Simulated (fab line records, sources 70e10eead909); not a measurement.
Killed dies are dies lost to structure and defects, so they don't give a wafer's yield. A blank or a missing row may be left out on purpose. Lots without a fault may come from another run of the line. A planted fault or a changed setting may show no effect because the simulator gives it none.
A struck lot beside a sound one | flow nand_harc | 19 steps out of a route of 1159
Sound: wafers L606.1, L606.3, L606.4. Struck: wafers L611.2, L611.3, L611.5. The cause comes at the end.
At each step with rows: each side's tool, then ch and its chambers, then its first start. Under that, the readings that differ: sound wafers | struck wafers | difference of the means | sigmas: that difference in standard deviations of wafers without a fault.
alike: readings whose means differ by less than 2 such deviations, and words and numbers that are the same on both sides. not compared: withheld readings, readings that some wafer has no value for, bounds like >300 that may hide the same value, and numbers for which the record gives no deviation and whose values overlap.
The two part at a step that has a row with sigmas, a row that says differs or no value, or rows on one side only. Numbers that don't overlap but have no deviation are shown without sigmas and don't part them. A reading that every wafer of one side lacks parts them only if that side has two wafers or more.

first, 1 step without rows for these wafers: NHARC_A_SGD_CUT_ETCH_26 (etches SiO2 in dHF, target depth 45.8 nm).
NHARC_A_SGD_CUT_ETCHBACK_24: etches the open film in CH3F/O2, target depth 50 nm, time 92.857 s.
  sound on rie_diel-03 ch 2,3, day 16 04:35; struck on rie_diel-04 ch 0,3, day 17 01:25
  reading                     | sound       | struck      | difference | sigmas
  drypump_motor_current_A (A) | 4.8 4.9 4.8 | 5.6 5.8 5.8 | +0.9       | +2
  alike: ch3f_flow_sccm, oes_product_au, rf_vpp_V, showerhead_plenum_p_Torr, throttle_valve_pct
  not compared: rf_hours_counter_h
NHARC_A_SGD_CUT_STRIP_28: strips in O2, time 20 s.
  sound on rie_diel-03 ch 1,2,3, day 16 04:48; struck on rie_diel-04 ch 1,2,3
  alike: drypump_motor_current_A, oes_product_au, rf_vpp_V, showerhead_plenum_p_Torr, throttle_valve_pct
  not compared: rf_hours_counter_h
NHARC_A_SGD_CUT_INSPECT_25:
  sound on defect_inspect-01, day 16 04:55; struck on defect_inspect-02, day 17 01:40
  alike: raw_defect_count
NHARC_A_SLIT_DEP_25: deposits SiO2, target thk 200 nm.
  sound on pecvd-03 ch 0,1,2, day 16 04:59; struck on pecvd-01 ch 0,2, day 17 01:50
  reading                | sound          | struck         | difference | sigmas
  throttle_valve_pct (%) | 15.8 15.6 15.5 | 16.5 16.9 16.7 | +1.1       | +2
  alike: heater_power_w
NHARC_A_SLIT_DEP_00: deposits aC, target thk 3200 nm.
  sound on acl_dep-01 ch 0, day 16 06:00; struck on acl_dep-03 ch 0, day 17 03:44
  alike: throttle_valve_pct
NHARC_A_SLIT_DEP_23: deposits SiON, target thk 100 nm.
  sound on pecvd-03 ch 0,1,2, day 16 08:02; struck on pecvd-03 ch 1,2, day 17 05:25
  alike: heater_power_w
then, 5 steps without rows for these wafers: NHARC_A_SLIT_DEHYDRATE_01 (time 120 s); NHARC_A_SLIT_HMDS_02 (time 30 s); NHARC_A_SLIT_COAT_03 (resist thk 90 nm); NHARC_A_SLIT_SOFTBAKE_04 (time 55 s); NHARC_A_SLIT_EBR_05.
NHARC_A_SLIT_EXPOSE_06: exposes mask SLIT.
  sound on arfi_scanner-03 ch 0, day 16 08:32; struck on arfi_scanner-01 ch 0, day 17 05:51
  reading                        | sound                   | struck            | difference | sigmas
  model.A_SLIT.overlay_x_nm (nm) | -0.3263 -0.3263 -0.3263 | 8.776 8.776 8.776 | +9.102     |
  alike: mask
then, 2 steps without rows for these wafers: NHARC_A_SLIT_PEB_07 (peb time 65 s); NHARC_A_SLIT_DEVELOP_08 (develop time 35 s).
NHARC_A_SLIT_CD_MEAS_09: target cd 300 nm.
  sound on cd_sem-01 ch 0, day 16 08:41; struck on cd_sem-03 ch 0, day 17 05:59
  alike: cd_nm
NHARC_A_SLIT_OVL_MEAS_10:
  sound on overlay-02, day 16 08:46; struck on overlay-01, day 17 06:15
  reading           | sound          | struck      | difference | sigmas
  overlay_x_nm (nm) | -0.2 -0.6 -0.4 | 8.9 8.9 9.5 | +9.5       | +11
  alike: overlay_y_nm
  not compared: hold
NHARC_A_SLIT_INSPECT_11:
  sound on defect_inspect-02, day 16 08:48; struck on defect_inspect-01, day 17 11:20
  reading | sound | struck                                                                     | difference                   | sigmas
  hold    | - - - | await_dispo/5.0h/release await_dispo/5.0h/release await_dispo/5.0h/release | no value on the sound wafers |
  alike: raw_defect_count
-- the record jumps here: 5 days lie between the struck wafers' starts before and after (it left off in module A_SLIT and takes up again in module END, whose first step shown is number 1159 of the route) --
NHARC_END_SORT_01:
  sound on prober-01 ch 0, day 21 03:53; struck on prober-01 ch 0, day 22 06:31
  alike: killed_at_array, killed_at_other, killed_at_periphery, killed_dies, killed_open, killed_short

WHERE THEY PART
First at NHARC_A_SGD_CUT_ETCHBACK_24; last, within this record, at NHARC_A_SLIT_INSPECT_11. Later steps at which nothing parts them and some readings are alike: NHARC_END_SORT_01.

WHY: what the simulator had put in
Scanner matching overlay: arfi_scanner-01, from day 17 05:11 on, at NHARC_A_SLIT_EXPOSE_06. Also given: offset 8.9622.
